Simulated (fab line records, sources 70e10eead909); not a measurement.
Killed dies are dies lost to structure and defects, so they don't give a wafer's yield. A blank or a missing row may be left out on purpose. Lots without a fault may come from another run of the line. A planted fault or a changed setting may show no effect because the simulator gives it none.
Chamber matching | flow nand_harc | NHARC_A_STAIRCASE_DEP_471 on pecvd-03: 3 sister chambers
The step deposits SiO2, target thk 100 nm. 6 wafers are shown with their chamber, then 10 later ones without.

WAFERS WITH THEIR CHAMBER
wafer  | chamber | throttle_valve_pct (%) | heater_power_w (W)
L083.1 | 1       | 16.3                   | 574
L087.1 | 0       | 16.4                   | 489
L087.2 | 2       | 15.8                   | 500
L087.6 | 1       | 16.6                   | 550
L089.1 | 0       | 16.6                   | 523
L089.4 | 2       | 16.0                   | 481

WAFERS WITHOUT THEIR CHAMBER
wafer  | throttle_valve_pct (%) | heater_power_w (W)
L089.5 | 16.3                   | 536
L092.1 | 16.0                   | 460
L092.3 | 16.9                   | 567
L092.5 | 16.0                   | 452
L094.2 | 16.5                   | 499
L094.4 | 16.0                   | 471
L094.5 | 16.7                   | 553
L093.2 | 16.2                   | 404
L093.3 | 16.5                   | 519
L093.6 | 16.2                   | 425

WHICH CHAMBER EACH WENT THROUGH
wafer  | from the rows above          | in truth
L089.5 | can't be placed: 1 or 0 or 2 | 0
L092.1 | 2                            | 2
L092.3 | can't be placed: 1 or 0      | 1
L092.5 | can't be placed: 2 or 0      | 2
L094.2 | 0                            | 0
L094.4 | 2                            | 2
L094.5 | can't be placed: 1 or 0      | 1
L093.2 | can't be placed: 2 or 0      | 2
L093.3 | can't be placed: 0 or 1      | 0
L093.6 | can't be placed: 2 or 0      | 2
Placed correctly: 3 of 10. Can't be placed from these rows: 7 (the true chamber is among the candidates in 7). Placed wrongly: 0.
How it was worked out, from the rows above alone: a wafer's distance from a chamber is the root of the sum, over the readings, of the square of ((its reading less the chamber's mean) divided by the reading's scatter). The wafer belongs to the nearest chamber; if the next one is less than 2 further off, it can't be placed. A chamber's mean is the mean of its shown wafers. The scatter: the root of (the sum of the squares of (reading less its chamber's mean) over the shown wafers, divided by (wafers less chambers)).
